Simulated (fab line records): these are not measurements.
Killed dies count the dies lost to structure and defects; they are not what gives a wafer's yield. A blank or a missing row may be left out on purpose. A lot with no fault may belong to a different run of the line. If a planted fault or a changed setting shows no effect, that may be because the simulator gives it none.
fab line records -- flow n5-finfet
record lots=7, wafers=39
route steps=1938 shown BEOL_M0_SAQP@676 BEOL_M0_CUTY@711 BEOL_M0@715 BEOL_M6@1194 BEOL_M13@1706
start-h: hours from the record's first day to the start of the lot's first wafer shown -- wait-h: how many hours have passed since the lot's step before this one -- " as in the row above -- L1.1+2: one row covering several wafers at once -- - no value present, or no start provided -- * or withheld: withheld -- < > ~ a bound
route shown NAME@n: names a module that has steps shown in the file, with the first one's number in the route -- usual: mean/standard deviation of fault-free wafers -- same: alike in all rows -- chamber/n: place in a boat -- sites: per-site readings -- _std_site: standard deviation across them -- _edge_site: inner sites' mean taken away from outer sites' mean -- radius-mm: how far each site lies from the wafer's centre -- mask NAME#n: copy n -- behind: the most recent tool/chamber to have shaped the wafer -- hold: what put the lot on hold/how long, in hours/how the hold closed -- device: names the non-switching transistor (n, p or np) -- end of line: tests of these same wafers at the route's end -- a step with no rows: only its recipe -- killed: count of dies lost to structure and defects at first sort (not the wafer's yield) -- map: shows each die of a wafer: x if killed, . if not, _ if none is there
set.NAME: the run value of the setting; set.NAME@STEP: its run value at that earlier step -- model.NAME: the simulator's own value behind a step, which no gauge read
one table per step and one row per wafer, for lots whose settings were changed on purpose
## steps
# step N5_BEOL_M0_SAQP_SPACER2_ALD_26
# recipe material=SiO2, target-thk-a=150, temp-c=300, ald-precursor-family=BDEAS, ald-co-reactant=O2-plasma, pulse-time-s=1, purge-time-s=2, co-reactant-purge-time-s=2, pressure-torr=2
lot.wafer,tool,chamber,start-h,wait-h,set.target-thk-a,model.SiO2_of_BEOL_M0_SAQP_SPACER2_ALD_26.thk-nm
L079.1+2+3,ald-sin-04,"2,3,0",142.30,0.1,150,15
L079.4,ald-sin-04,1,142.30,0.1,195,19.6
L079.5+6,ald-sin-04,"3,2",142.30,0.1,195,19.4
L080.1+6,ald-sin-02,"2,3",146.93,0.1,100.6,10.2
L080.2,ald-sin-02,1,146.93,0.1,150,14.8
L080.3+4,ald-sin-02,"3,0",146.93,0.1,150,15
L080.5,ald-sin-02,0,146.93,0.1,100.6,10
L082.1,ald-sin-03,0,160.64,0.1,79.34,8
L082.2+3+6,ald-sin-03,"3,2,2",160.64,0.1,150,15
L082.4+5,ald-sin-03,1,160.64,0.1,79.34,7.8
L086.1+2+6,ald-sin-04,"2,0,0",186.58,0.1,150,15
L086.3+4+5,ald-sin-04,"3,1,1",186.58,0.1,219.4,22
L087.1+4,ald-sin-04,"1,2",194.65,0.1,109.3,11
L087.2+5+6,ald-sin-04,"3,2,1",194.65,0.1,150,15
L087.3,ald-sin-04,0,194.65,0.1,109.3,10.8
L088.1+2+3+4+5+6,ald-sin-04,"0,1,3,2,2,1",198.05,1.7,150,15
L096.1+3+6,ald-sin-02,"2,1,3",242.38,0.1,150,15
# step N5_BEOL_M0_SAQP_SPACER2_ETCHBACK_27
# recipe chemistry=CHF3/O2, mode=anisotropic-etchback, target=SiO2, target-depth-a=225, time-s=11.25, pressure-mtorr=30, source-w=650, bias-w=170, Ar_flow_sccm=200, CHF3_flow_sccm=50, O2_flow_sccm=5, ion-energy-ev=200
# step N5_BEOL_M0_SAQP_MANDREL2_REMOVE_110
# recipe chemistry=HBr/Cl2/O2, bt-time-s=10, target=a-Si, stop-on=SiCN, endpoint=OES-SiCl, over-etch-frac=1, icp-w=600, bias-w=30, HBr_flow_sccm=150, Cl2_flow_sccm=80, O2_flow_sccm=5, pressure-mtorr=10
lot.wafer,tool,chamber,start-h,wait-h,set.target-thk-a@BEOL_M0_SAQP_SPACER2_ALD_26,model.BEOL_M0_SAQP.cd-nm
L079.1+2,rie-si-04,"0,1",142.94,0.1,150,15
L079.3,rie-si-04,3,142.94,0.1,150,15.2
L079.4+6,rie-si-04,"3,1",142.94,0.1,195,19.6
L079.5,rie-si-04,0,142.94,0.1,195,19.4
L080.1+5,rie-si-06,"1,2",147.57,0.1,100.6,10
L080.2,rie-si-06,0,147.57,0.1,150,14.6
L080.3,rie-si-06,3,147.57,0.1,150,15.2
L080.4,rie-si-06,2,147.57,0.1,150,15
L080.6,rie-si-06,1,147.57,0.1,100.6,9.8
L082.1,rie-si-04,3,161.28,0.1,79.34,8
L082.2,rie-si-04,2,161.28,0.1,150,15
L082.3,rie-si-04,1,161.28,0.1,150,14.8
L082.4+5,rie-si-04,"0,1",161.28,0.1,79.34,7.8
L082.6,rie-si-04,2,161.28,0.1,150,15.2
L086.1,rie-si-06,1,187.51,0.1,150,14.8
L086.2+6,rie-si-06,3,187.51,0.1,150,15
L086.3+5,rie-si-06,2,187.51,0.1,219.4,22
L086.4,rie-si-06,0,187.51,0.1,219.4,21.8
L087.1+3,rie-si-06,"1,0",195.28,0.1,109.3,10.8
L087.2+6,rie-si-06,2,195.28,0.1,150,15
L087.4,rie-si-06,3,195.28,0.1,109.3,11
L087.5,rie-si-06,1,195.28,0.1,150,14.8
L088.1+5,rie-si-05,"2,3",198.69,0.1,150,15
L088.2+4+6,rie-si-05,"3,0,0",198.69,0.1,150,15.2
L088.3,rie-si-05,1,198.69,0.1,150,14.8
L096.1+6,rie-si-05,0,243.02,0.1,150,15.2
L096.3,rie-si-05,2,243.02,0.1,150,15
# step N5_BEOL_M0_SAQP_CD_MEAS_29
# recipe target-cd-nm=14.4, landing-energy-ev=1000, detector=se-inlens
# usual cd-nm=15.05/0.25
lot.wafer,tool,chamber,start-h,wait-h,set.target-thk-a@BEOL_M0_SAQP_SPACER2_ALD_26,cd-nm
L079.1,cd-sem-02,0,143.05,0.1,150,14.77
L079.2,cd-sem-02,0,143.05,0.1,150,14.88
L079.3,cd-sem-02,0,143.05,0.1,150,15.20
L079.4,cd-sem-02,0,143.05,0.1,195,19.59
L079.5,cd-sem-02,0,143.05,0.1,195,19.32
L079.6,cd-sem-02,0,143.05,0.1,195,19.58
L080.1,cd-sem-02,0,147.68,0.1,100.6,9.83
L080.2,cd-sem-02,0,147.68,0.1,150,14.83
L080.3,cd-sem-02,0,147.68,0.1,150,15.06
L080.4,cd-sem-02,0,147.68,0.1,150,15.01
L080.5,cd-sem-02,0,147.68,0.1,100.6,10.43
L080.6,cd-sem-02,0,147.68,0.1,100.6,10.15
L082.1,cd-sem-02,0,161.39,0.1,79.34,8.21
L082.2,cd-sem-02,0,161.39,0.1,150,15.21
L082.3,cd-sem-02,0,161.39,0.1,150,14.90
L082.4,cd-sem-02,0,161.39,0.1,79.34,7.57
L082.5,cd-sem-02,0,161.39,0.1,79.34,7.85
L082.6,cd-sem-02,0,161.39,0.1,150,14.61
L086.1,cd-sem-02,0,187.62,0.1,150,14.47
L086.2,cd-sem-02,0,187.62,0.1,150,14.84
L086.3,cd-sem-02,0,187.62,0.1,219.4,22.12
L086.4,cd-sem-02,0,187.62,0.1,219.4,21.96
L086.5,cd-sem-02,0,187.62,0.1,219.4,21.88
L086.6,cd-sem-02,0,187.62,0.1,150,15.11
L087.1,cd-sem-02,0,195.39,0.1,109.3,10.91
L087.2,cd-sem-02,0,195.39,0.1,150,15.07
L087.3,cd-sem-02,0,195.39,0.1,109.3,10.53
L087.4,cd-sem-02,0,195.39,0.1,109.3,11.02
L087.5,cd-sem-02,0,195.39,0.1,150,14.90
L087.6,cd-sem-02,0,195.39,0.1,150,15.28
L088.1,cd-sem-01,0,198.80,0.1,150,14.91
L088.2,cd-sem-01,0,198.80,0.1,150,15.06
L088.3,cd-sem-01,0,198.80,0.1,150,14.82
L088.4,cd-sem-01,0,198.80,0.1,150,14.93
L088.5,cd-sem-01,0,198.80,0.1,150,14.57
L088.6,cd-sem-01,0,198.80,0.1,150,15.00
L096.1,cd-sem-02,0,243.13,0.1,150,15.39
L096.3,cd-sem-02,0,243.13,0.1,150,15.21
L096.6,cd-sem-02,0,243.13,0.1,150,15.27
# step N5_BEOL_M0_SAQP_COAT_69
# recipe resist=SOC, temp-c=250, time-s=60, spin-rpm=1500, resist-thk-nm=90
# step N5_BEOL_M0_SAQP_COAT_72
# recipe resist=SiARC, temp-c=220, time-s=60, spin-rpm=1500, resist-thk-nm=15
# step N5_BEOL_M0_CUTY_DESCUM_61
# recipe chemistry=O2, time-s=7.9, source-power-w=50, bias-power-w=20, pressure-mtorr=20, rf-frequency-hz=2.712e+07, temp-c=40, resist=CAR-ArF-block, o2-flow-sccm=225
# step N5_BEOL_M0_CUTY_ETCH_62
# recipe chemistry=CF4, target=SiARC, mask-material=CAR-ArF-block, time-s=58.5, ion-energy-ev=80, pressure-mtorr=40, source-w=545, bias-w=36, Ar_flow_sccm=100, cf4-flow-sccm=100, ends=cleared
# step N5_BEOL_M0_CUTY_ETCH_63
# recipe chemistry=N2/H2, target=SOC, target-depth-a=827, overetch-a=165, mask-material=SiARC, temp-c=40, ion-energy-ev=200, time-s=124, pressure-mtorr=30, source-w=840, bias-w=150, n2-flow-sccm=200, h2-flow-sccm=200
lot.wafer,tool,chamber,start-h,wait-h,set.target-thk-a@BEOL_M0_SAQP_SPACER2_ALD_26,model.SiO2_of_BEOL_M0_SAQP_SPACER2_ALD_26.thk-nm
L079.1,rie-diel-06,1,145.13,0.0,150,7
L079.2+3,rie-diel-06,"3,0",145.13,0.0,150,7.2
L079.4,rie-diel-06,3,145.13,0.0,195,11.8
L079.5,rie-diel-06,0,145.13,0.0,195,11.6
L079.6,rie-diel-06,1,145.13,0.0,195,11.4
L080.1+5+6,rie-diel-06,"1,3,0",149.58,0.0,100.6,2.6
L080.2,rie-diel-06,0,149.58,0.0,150,7.2
L080.3,rie-diel-06,3,149.58,0.0,150,7.4
L080.4,rie-diel-06,1,149.58,0.0,150,7
L082.1+4+5,rie-diel-02,"3,2,0",163.71,0.0,79.34,1.6
L082.2+6,rie-diel-02,"0,3",163.71,0.0,150,7.2
L082.3,rie-diel-02,1,163.71,0.0,150,7
L086.1+6,rie-diel-05,"0,2",189.67,0.0,150,7.2
L086.2,rie-diel-05,1,189.67,0.0,150,7.4
L086.3,rie-diel-05,2,189.67,0.0,219.4,14.2
L086.4+5,rie-diel-05,3,189.67,0.0,219.4,14
L087.1+3+4,rie-diel-05,"3,2,0",198.88,0.0,109.3,3.2
L087.2,rie-diel-05,1,198.88,0.0,150,7.4
L087.5,rie-diel-05,3,198.88,0.0,150,7
L087.6,rie-diel-05,2,198.88,0.0,150,7.2
L088.1+6,rie-diel-05,"2,0",204.96,0.0,150,7.2
L088.2+3,rie-diel-05,"3,0",204.96,0.0,150,7
L088.4+5,rie-diel-05,1,204.96,0.0,150,7.4
L096.1+3,rie-diel-02,"3,2",245.53,0.0,150,7
L096.6,rie-diel-02,1,245.53,0.0,150,7.2
# step N5_BEOL_M0_CUTY_STRIP_64
# recipe chemistry=N2/H2, temp-c=40, n2-flow-sccm=200, h2-flow-sccm=200, rf-frequency-hz=6e+07
# step N5_BEOL_M0_ETCH_138
# recipe chemistry=CH3F/O2, target-depth-a=120, target=SiCN, time-s=31.6, ion-energy-ev=120, pressure-mtorr=30, source-w=395, bias-w=75, Ar_flow_sccm=150, CH3F_flow_sccm=30, O2_flow_sccm=20, ends=cleared
lot.wafer,tool,chamber,start-h,wait-h,set.target-thk-a@BEOL_M0_SAQP_SPACER2_ALD_26,model.SiO2_of_BEOL_M0_SAQP_SPACER2_ALD_26.thk-nm
L079.1+2+3,rie-diel-06,"1,3,0",145.26,0.0,150,5.2
L079.4+5+6,rie-diel-06,"3,0,1",145.26,0.0,195,9.6
L080.1+5+6,rie-diel-06,"1,3,0",149.71,0.0,100.6,1.2
L080.2+4,rie-diel-06,"0,1",149.71,0.0,150,5.2
L080.3,rie-diel-06,3,149.71,0.0,150,5.4
L082.1+4+5,rie-diel-02,"3,2,0",163.84,0.0,79.34,0.8
L082.2+6,rie-diel-02,"0,3",163.84,0.0,150,5.2
L082.3,rie-diel-02,1,163.84,0.0,150,5
L086.1+6,rie-diel-05,"0,2",189.79,0.0,150,5.2
L086.2,rie-diel-05,1,189.79,0.0,150,5.6
L086.3,rie-diel-05,2,189.79,0.0,219.4,12.4
L086.4+5,rie-diel-05,3,189.79,0.0,219.4,12
L087.1+3+4,rie-diel-05,"3,2,0",199.01,0.0,109.3,1.4
L087.2,rie-diel-05,1,199.01,0.0,150,5.4
L087.5,rie-diel-05,3,199.01,0.0,150,5
L087.6,rie-diel-05,2,199.01,0.0,150,5.2
L088.1+2+3,rie-diel-05,"2,3,0",205.08,0.0,150,5.2
L088.4+5,rie-diel-05,1,205.08,0.0,150,5.4
L088.6,rie-diel-05,0,205.08,0.0,150,5
L096.1+6,rie-diel-02,"3,1",245.65,0.0,150,5
L096.3,rie-diel-02,2,245.65,0.0,150,4.8
# step N5_BEOL_M0_HM_OPEN_105
# recipe chemistry=Cl2/BCl3, target-depth-a=120, target=TiN, ion-energy-ev=150, pressure-mtorr=10, icp-w=1000, bias-w=126, Cl2_flow_sccm=53.25, bcl3-flow-sccm=21.75, Ar_flow_sccm=25
lot.wafer,tool,chamber,start-h,wait-h,set.target-thk-a@BEOL_M0_SAQP_SPACER2_ALD_26,model.SiO2_of_BEOL_M0_SAQP_SPACER2_ALD_26.thk-nm
L079.1+3,rie-metal-02,1,149.44,4.1,150,2.8
L079.2,rie-metal-02,0,149.44,4.1,150,2.6
L079.4+5,rie-metal-02,0,149.44,4.1,195,7
L079.6,rie-metal-02,1,149.44,4.1,195,7.2
L080.1+5+6,rie-metal-01,"1,1,0",155.62,5.9,100.6,0.6
L080.2+4,rie-metal-01,0,155.62,5.9,150,2.8
L080.3,rie-metal-01,1,155.62,5.9,150,3
L082.1+4+5,rie-metal-01,"0,0,1",164.62,0.7,79.34,0.4
L082.2+3+6,rie-metal-01,"1,1,0",164.62,0.7,150,2.8
L086.1,rie-metal-01,1,190.05,0.2,150,2.8
L086.2,rie-metal-01,0,190.05,0.2,150,3.2
L086.3,rie-metal-01,1,190.05,0.2,219.4,10
L086.4+5,rie-metal-01,0,190.05,0.2,219.4,9.8
L086.6,rie-metal-01,1,190.05,0.2,150,3
L087.1+3+4,rie-metal-03,"0,0,1",200.22,1.2,109.3,0.8
L087.2+6,rie-metal-03,1,200.22,1.2,150,3
L087.5,rie-metal-03,0,200.22,1.2,150,2.6
L088.1+4+5,rie-metal-01,0,207.85,2.7,150,3
L088.2+3+6,rie-metal-01,1,207.85,2.7,150,2.8
L096.1+3,rie-metal-01,"1,0",245.77,0.1,150,2.6
L096.6,rie-metal-01,1,245.77,0.1,150,2.8
# step N5_BEOL_M6_ILD_DEP_00
# recipe material=SiCOH_lowk, target-thk-a=1797.5, temp-c=300, precursor=DEMS/porogen, pressure-torr=5, rf-w=500, time-s=33.4
lot.wafer,tool,chamber,start-h,wait-h,set.time-s,model.SiCOH_lowk_of_BEOL_M6_ILD_DEP_00.thk-nm
L079.1,pecvd-01,1,223.90,0.0,33.4,175.6
L079.2,pecvd-01,0,223.90,0.0,53.02,278.8
L079.3,pecvd-01,2,223.90,0.0,33.4,181.2
L079.4,pecvd-01,1,223.90,0.0,33.4,179.2
L079.5,pecvd-01,0,223.90,0.0,53.02,282
L079.6,pecvd-01,2,223.90,0.0,53.02,285.2
L080.1,pecvd-03,1,228.79,0.0,19.99,108.4
L080.2,pecvd-03,2,228.79,0.0,33.4,177.6
L080.3,pecvd-03,1,228.79,0.0,19.99,109.2
L080.4,pecvd-03,2,228.79,0.0,19.99,108.6
L080.5,pecvd-03,1,228.79,0.0,33.4,179.8
L080.6,pecvd-03,2,228.79,0.0,33.4,178.4
L082.1,pecvd-03,2,256.11,0.0,42.34,228.4
L082.2,pecvd-03,1,256.11,0.0,33.4,181.2
L082.3,pecvd-03,0,256.11,0.0,33.4,182
L082.4,pecvd-03,0,256.11,0.0,42.34,233.2
L082.5,pecvd-03,2,256.11,0.0,33.4,183.4
L082.6,pecvd-03,1,256.11,0.0,42.34,229.2
L086.1,pecvd-04,1,271.73,0.0,28.19,151.8
L086.2,pecvd-04,0,271.73,0.0,28.19,151
L086.3,pecvd-04,2,271.73,0.0,33.4,179.6
L086.4,pecvd-04,1,271.73,0.0,28.19,152.4
L086.5,pecvd-04,2,271.73,0.0,33.4,181.6
L086.6,pecvd-04,0,271.73,0.0,33.4,181
L087.1,pecvd-04,2,277.58,0.0,23.23,125.4
L087.2,pecvd-04,0,277.58,0.0,23.23,127.6
L087.3,pecvd-04,1,277.58,0.0,33.4,179.2
L087.4,pecvd-04,1,277.58,0.0,33.4,179
L087.5,pecvd-04,0,277.58,0.0,33.4,180.6
L087.6,pecvd-04,2,277.58,0.0,23.23,127.4
L088.1,pecvd-01,2,283.28,0.0,33.4,179.6
L088.2,pecvd-01,0,283.28,0.0,46.8,246.2
L088.3,pecvd-01,1,283.28,0.0,46.8,245.6
L088.4,pecvd-01,2,283.28,0.0,33.4,181
L088.5,pecvd-01,1,283.28,0.0,33.4,176.6
L088.6,pecvd-01,0,283.28,0.0,46.8,246.8
L096.1,pecvd-04,1,329.52,0.0,33.4,180.8
L096.3,pecvd-04,2,329.52,0.0,33.4,175.6
L096.6,pecvd-04,2,329.52,0.0,33.4,181.4
# step N5_BEOL_M6_CURE_74
# recipe temp-c=385, time-s=240, ambient=He/Ar, material=SiCOH_lowk
lot.wafer,tool,chamber,start-h,wait-h,set.time-s@BEOL_M6_ILD_DEP_00,model.SiCOH_lowk_of_BEOL_M6_ILD_DEP_00.thk-nm
L079.1,uv-cure-03,2,223.97,0.0,33.4,151.4
L079.2,uv-cure-03,2,223.97,0.0,53.02,241.8
L079.3,uv-cure-03,2,223.97,0.0,33.4,156.2
L079.4,uv-cure-03,2,223.97,0.0,33.4,154.6
L079.5,uv-cure-03,2,223.97,0.0,53.02,244.6
L079.6,uv-cure-03,2,223.97,0.0,53.02,247.4
L080.1,uv-cure-02,1,228.87,0.1,19.99,93
L080.2,uv-cure-02,1,228.87,0.1,33.4,153
L080.3,uv-cure-02,1,228.87,0.1,19.99,93.8
L080.4,uv-cure-02,1,228.87,0.1,19.99,93.2
L080.5,uv-cure-02,1,228.87,0.1,33.4,155
L080.6,uv-cure-02,1,228.87,0.1,33.4,153.8
L082.1,uv-cure-02,2,256.17,0.0,42.34,197.6
L082.2,uv-cure-02,2,256.17,0.0,33.4,156.4
L082.3,uv-cure-02,2,256.17,0.0,33.4,157
L082.4,uv-cure-02,2,256.17,0.0,42.34,201.6
L082.5,uv-cure-02,2,256.17,0.0,33.4,158.2
L082.6,uv-cure-02,2,256.17,0.0,42.34,198.2
L086.1,uv-cure-01,2,271.80,0.0,28.19,130.6
L086.2,uv-cure-01,2,271.80,0.0,28.19,130
L086.3,uv-cure-01,2,271.80,0.0,33.4,155
L086.4,uv-cure-01,2,271.80,0.0,28.19,131.2
L086.5,uv-cure-01,2,271.80,0.0,33.4,156.6
L086.6,uv-cure-01,2,271.80,0.0,33.4,156
L087.1,uv-cure-02,2,277.65,0.0,23.23,107.8
L087.2+6,uv-cure-02,2,277.65,0.0,23.23,109.6
L087.3,uv-cure-02,2,277.65,0.0,33.4,154.6
L087.4,uv-cure-02,2,277.65,0.0,33.4,154.4
L087.5,uv-cure-02,2,277.65,0.0,33.4,155.8
L088.1,uv-cure-02,1,283.35,0.0,33.4,155
L088.2,uv-cure-02,1,283.35,0.0,46.8,213.2
L088.3,uv-cure-02,1,283.35,0.0,46.8,212.6
L088.4,uv-cure-02,1,283.35,0.0,33.4,156
L088.5,uv-cure-02,1,283.35,0.0,33.4,152.2
L088.6,uv-cure-02,1,283.35,0.0,46.8,213.6
L096.1,uv-cure-01,2,329.59,0.0,33.4,156
L096.3,uv-cure-01,2,329.59,0.0,33.4,151.4
L096.6,uv-cure-01,2,329.59,0.0,33.4,156.4
# step N5_BEOL_M6_THK_MEAS_01
# recipe reads=SiCOH_lowk_of_BEOL_M6_ILD_DEP_00
# usual M6_ILD_THK=155.1/2.1
lot.wafer,tool,chamber,start-h,wait-h,set.time-s@BEOL_M6_ILD_DEP_00,M6_ILD_THK[nm]
L079.1,film-metro-02,-,224.48,0.4,33.4,151.4
L079.2,film-metro-02,-,224.48,0.4,53.02,241.7
L079.3,film-metro-02,-,224.48,0.4,33.4,156.2
L079.4,film-metro-02,-,224.48,0.4,33.4,154.7
L079.5,film-metro-02,-,224.48,0.4,53.02,245.0
L079.6,film-metro-02,-,224.48,0.4,53.02,247.6
L080.1,film-metro-01,-,229.39,0.4,19.99,93.0
L080.2,film-metro-01,-,229.39,0.4,33.4,153.0
L080.3,film-metro-01,-,229.39,0.4,19.99,93.7
L080.4,film-metro-01,-,229.39,0.4,19.99,93.3
L080.5,film-metro-01,-,229.39,0.4,33.4,155.2
L080.6,film-metro-01,-,229.39,0.4,33.4,153.8
L082.1,film-metro-01,-,256.68,0.4,42.34,197.6
L082.2,film-metro-01,-,256.68,0.4,33.4,156.3
L082.3,film-metro-01,-,256.68,0.4,33.4,157.0
L082.4,film-metro-01,-,256.68,0.4,42.34,201.6
L082.5,film-metro-01,-,256.68,0.4,33.4,158.3
L082.6,film-metro-01,-,256.68,0.4,42.34,198.1
L086.1,film-metro-02,-,272.31,0.4,28.19,130.7
L086.2,film-metro-02,-,272.31,0.4,28.19,129.9
L086.3,film-metro-02,-,272.31,0.4,33.4,155.0
L086.4,film-metro-02,-,272.31,0.4,28.19,131.2
L086.5,film-metro-02,-,272.31,0.4,33.4,156.5
L086.6,film-metro-02,-,272.31,0.4,33.4,156.0
L087.1,film-metro-02,-,278.17,0.4,23.23,107.8
L087.2,film-metro-02,-,278.17,0.4,23.23,109.7
L087.3,film-metro-02,-,278.17,0.4,33.4,154.7
L087.4,film-metro-02,-,278.17,0.4,33.4,154.3
L087.5,film-metro-02,-,278.17,0.4,33.4,155.9
L087.6,film-metro-02,-,278.17,0.4,23.23,109.5
L088.1,film-metro-02,-,283.86,0.4,33.4,155.0
L088.2,film-metro-02,-,283.86,0.4,46.8,213.1
L088.3,film-metro-02,-,283.86,0.4,46.8,212.5
L088.4,film-metro-02,-,283.86,0.4,33.4,156.0
L088.5,film-metro-02,-,283.86,0.4,33.4,152.2
L088.6,film-metro-02,-,283.86,0.4,46.8,213.6
L096.1,film-metro-01,-,330.10,0.4,33.4,155.9
L096.3,film-metro-01,-,330.10,0.4,33.4,151.3
L096.6,film-metro-01,-,330.10,0.4,33.4,156.4
# step N5_BEOL_M13_SPUTTER_44
# recipe material=Ta, target-thk-a=100, temp-c=50, bias-v=80, power-w=15000, chamber-pressure-pa=0.07, time-s=16.13
lot.wafer,tool,chamber,start-h,wait-h,set.target-thk-a,model.Ta_of_BEOL_M13_SPUTTER_44.thk-nm
L079.1+2+4+5+6,pvd-sputter-03,-,284.29,0.0,100,9.8
L079.3,pvd-sputter-03,-,284.29,0.0,100,10
L080.1,pvd-sputter-01,-,293.38,0.0,100,9.8
L080.2+6,pvd-sputter-01,-,293.38,0.0,100,10.4
L080.3+5,pvd-sputter-01,-,293.38,0.0,100,10
L080.4,pvd-sputter-01,-,293.38,0.0,100,10.2
L082.1+5+6,pvd-sputter-02,-,319.28,0.0,137,13.8
L082.2,pvd-sputter-02,-,319.28,0.0,100,10
L082.3+4,pvd-sputter-02,-,319.28,0.0,100,10.4
L086.1,pvd-sputter-01,-,334.36,0.0,100,9.8
L086.2+3+6,pvd-sputter-01,-,334.36,0.0,69.06,7.2
L086.4,pvd-sputter-01,-,334.36,0.0,100,10
L086.5,pvd-sputter-01,-,334.36,0.0,100,10.2
L088.1+3+5,pvd-sputter-03,-,346.55,0.0,128.6,12.8
L088.2+6,pvd-sputter-03,-,346.55,0.0,100,10
L088.4,pvd-sputter-03,-,346.55,0.0,100,9.8
L087.1+2+3+4+5+6,pvd-sputter-03,-,348.26,0.0,100,9.8
L096.1,pvd-sputter-02,-,399.84,0.0,100,10
L096.3,pvd-sputter-02,-,399.84,0.0,100,9.8
L096.6,pvd-sputter-02,-,399.84,0.0,100,9.6
## key
split step=N5_BEOL_M0_SAQP_SPACER2_ALD_26, setting=target-thk-a, stated=150, by=wafer
response step=N5_BEOL_M0_SAQP_SPACER2_ALD_26, reading=model.SiO2_of_BEOL_M0_SAQP_SPACER2_ALD_26.thk-nm, change=+0.15, per=1%, r=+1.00
response step=N5_BEOL_M0_SAQP_MANDREL2_REMOVE_110, reading=model.BEOL_M0_SAQP.cd-nm, change=+0.151, per=1%, r=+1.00
response step=N5_BEOL_M0_SAQP_CD_MEAS_29, reading=cd-nm, change=+0.152, per=1%, r=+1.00
response step=N5_BEOL_M0_CUTY_ETCH_63, reading=model.SiO2_of_BEOL_M0_SAQP_SPACER2_ALD_26.thk-nm, change=+0.137, per=1%, r=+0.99
response step=N5_BEOL_M0_ETCH_138, reading=model.SiO2_of_BEOL_M0_SAQP_SPACER2_ALD_26.thk-nm, change=+0.125, per=1%, r=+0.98
response step=N5_BEOL_M0_HM_OPEN_105, reading=model.SiO2_of_BEOL_M0_SAQP_SPACER2_ALD_26.thk-nm, change=+0.0977, per=1%, r=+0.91
split step=N5_BEOL_M6_ILD_DEP_00, setting=time-s, stated=33.4, by=wafer
response step=N5_BEOL_M6_ILD_DEP_00, reading=model.SiCOH_lowk_of_BEOL_M6_ILD_DEP_00.thk-nm, change=+1.74, per=1%, r=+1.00
response step=N5_BEOL_M6_CURE_74, reading=model.SiCOH_lowk_of_BEOL_M6_ILD_DEP_00.thk-nm, change=+1.52, per=1%, r=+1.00
response step=N5_BEOL_M6_THK_MEAS_01, reading=M6_ILD_THK, change=+1.52, per=1%, r=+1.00
split step=N5_BEOL_M13_SPUTTER_44, setting=target-thk-a, stated=100, by=wafer
response step=N5_BEOL_M13_SPUTTER_44, reading=model.Ta_of_BEOL_M13_SPUTTER_44.thk-nm, change=+0.0952, per=1%, r=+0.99
